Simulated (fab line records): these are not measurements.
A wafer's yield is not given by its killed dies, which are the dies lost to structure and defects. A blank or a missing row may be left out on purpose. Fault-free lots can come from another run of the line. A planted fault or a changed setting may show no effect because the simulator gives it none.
Struck lot and sound lot, side by side + flow n5_finfet + 16 steps out of a route of 1938
Sound: these wafers, L325.2, L325.5, L325.6. Wafers struck: L331.2, L331.5. The cause is named last.
For every step that has rows: the tool of each side, followed by ch and its chambers, followed by its first start. Under that, the readings that differ: sound wafers + struck wafers + difference of the means + sigmas: that difference in standard deviations of wafers without a fault.
alike: a reading whose means differ by less than 2 such deviations, as well as words and numbers matching on both sides. not compared: withheld readings; readings where some wafer has no value; bounds like >300 that might hide an equal value; numbers whose values overlap and for which the record gives no deviation.
A row with sigmas, a row that says differs or no value, or rows on one side alone: a step with any of these is where the two part. Non-overlapping numbers with no deviation appear without sigmas and do not part them. Lack of a reading on every wafer of one side parts them only where that side has two or more wafers.

N5_BEOL_M1_CMP_52: polishes, stops on SiOC, t overpolish 6.8 s, target thk 40 nm.
  sound on cmp-01 ch 2,3, day 9 01:07; struck on cmp-01 ch 0,3, day 11 02:00
  alike: barrier_field_endpoint_s, motor_current_A, overpolish_run_s, time_to_endpoint_s
N5_BEOL_M1_THK_MEAS_53: measures by xrf.
  struck on film_metro-02, day 11 02:11; sound on film_metro-01, day 9 01:22
| reading     | sound          | struck    | difference | sigmas |
|-------------|----------------|-----------|------------|--------|
| M1_THK (nm) | 40.0 41.9 38.7 | 35.3 37.8 | -3.7       | -2     |
N5_BEOL_M1_PRE_CLEAN_60: time 15 s.
  sound on cvd_co-02 ch 1,2, day 9 01:25; struck on cvd_co-02 ch 1,2, day 11 02:13
  alike: heater_power_w
  not compared: since_wet_clean_h, susceptor_temp_C
N5_BEOL_M1_CO_CAP_55: material Co, precursor CCTBA/H2, target thk 2 nm, time 102.1 s.
  sound on cvd_co-02 ch 1,2, day 9 01:27; struck on cvd_co-02 ch 1,2, day 11 02:16
  alike: heater_power_w, susceptor_temp_C
  not compared: since_wet_clean_h
then, 2 steps without rows for these wafers: N5_BEOL_M1_PRE_CLEAN_56 (time 15 s); N5_BEOL_M1_DEP_57 (deposits SiCN from 3MS/NH3, target thk 8 nm, time 14 s).
N5_BEOL_M1_RS_MEAS_58: a four-point-probe measurement.
  struck on film_metro-02, day 11 02:26; sound on film_metro-01, day 9 01:38
| reading        | sound          | struck    | difference | sigmas |
|----------------|----------------|-----------|------------|--------|
| M1_RS (ohm/sq) | 0.66 0.63 0.69 | 0.78 0.72 | +0.09      | +2     |
N5_BEOL_M1_INSPECT_59: inspects for defects (darkfield).
  struck on defect_inspect-02, day 11 02:28; sound on defect_inspect-02, day 9 01:40
  alike: raw_defect_count
then, 1 step without rows for these wafers: N5_BEOL_M2_ILD_DEP_00 (deposits SiOC from DEMS/O2, target thk 79 nm, time 15.3 s).
N5_BEOL_M2_THK_MEAS_01:
  struck on film_metro-01, day 11 02:34; sound on film_metro-01, day 9 01:46
  alike: M2_ILD_THK
N5_BEOL_M2_PECVD_72: deposits SiO2 from TEOS/O2, target thk 16 nm, time 18 s.
  sound on pecvd-04 ch 0,1,2, day 9 01:48; struck on pecvd-04 ch 0,1, day 11 02:37
  alike: heater_power_w, showerhead_plenum_p_Torr, showerhead_vpp_V, susceptor_temp_C, throttle_valve_pct
  not compared: since_wet_clean_h
N5_BEOL_M2_HM_DEP_02: deposits TiN, target thk 20 nm.
  struck on pvd_sputter-01, day 11 03:53; sound on pvd_sputter-02, day 9 02:43
  alike: susceptor_temp_C, throttle_valve_pct
N5_BEOL_M2_COAT_61: time 60 s, resist thk 60 nm.
  sound on litho_track-01 ch 0, day 9 02:51; struck on litho_track-02 ch 0, day 11 04:00
| reading          | sound             | struck      | difference | sigmas |
|------------------|-------------------|-------------|------------|--------|
| run_length_s (s) | 65.82 66.00 65.91 | 77.65 77.75 | +11.79     | +51    |
  alike: heater_power_total_W
then, 1 step without rows for these wafers: N5_BEOL_M2_COAT_62 (time 60 s, resist thk 12 nm).
N5_BEOL_M4_RC_MEAS_101:
  sound on prober-02 ch 0, day 10 21:43; struck on prober-01 ch 0, day 12 23:55
  alike: DIBL_N, DIBL_P, IOFF_N, IOFF_P, ION_N, ION_P, SS_N, SS_P, VT_N, VT_P
-- here the record skips 4 days between the struck wafers' starts before and after, leaving off in module BEOL_M4 and picking up in module PASSIVATION (first step shown: number 1936 of the route) --
N5_PASSIVATION_PROBE_49:
  struck on prober-01, day 17 05:05; sound on prober-02, day 15 09:59
| reading                  | sound          | struck    | difference | sigmas |
|--------------------------|----------------|-----------|------------|--------|
| defect_limited_yield (%) | 93.6 92.8 94.6 | 90.1 91.6 | -2.8       | -2     |
| killed_at_M0_to_M3       | 17 22 24       | 54 30     | +21        | +2     |
| sort_bin_6_memory (%)    | 2.2 2.9 2.0    | 5.1 4.0   | +2.2       | +3     |
  alike: killed_at_M4_up, killed_at_contacts, killed_at_front_end, killed_at_other, killed_dies, killed_on_rim, killed_open, killed_short, sort_bin_5_function, sort_bin_8_speed, sort_n_pass, sort_yield_pct

## WHERE THEY PART
Last at N5_PASSIVATION_PROBE_49 as far as this record goes, first at N5_BEOL_M1_THK_MEAS_53.

WHY: what the simulator had put in
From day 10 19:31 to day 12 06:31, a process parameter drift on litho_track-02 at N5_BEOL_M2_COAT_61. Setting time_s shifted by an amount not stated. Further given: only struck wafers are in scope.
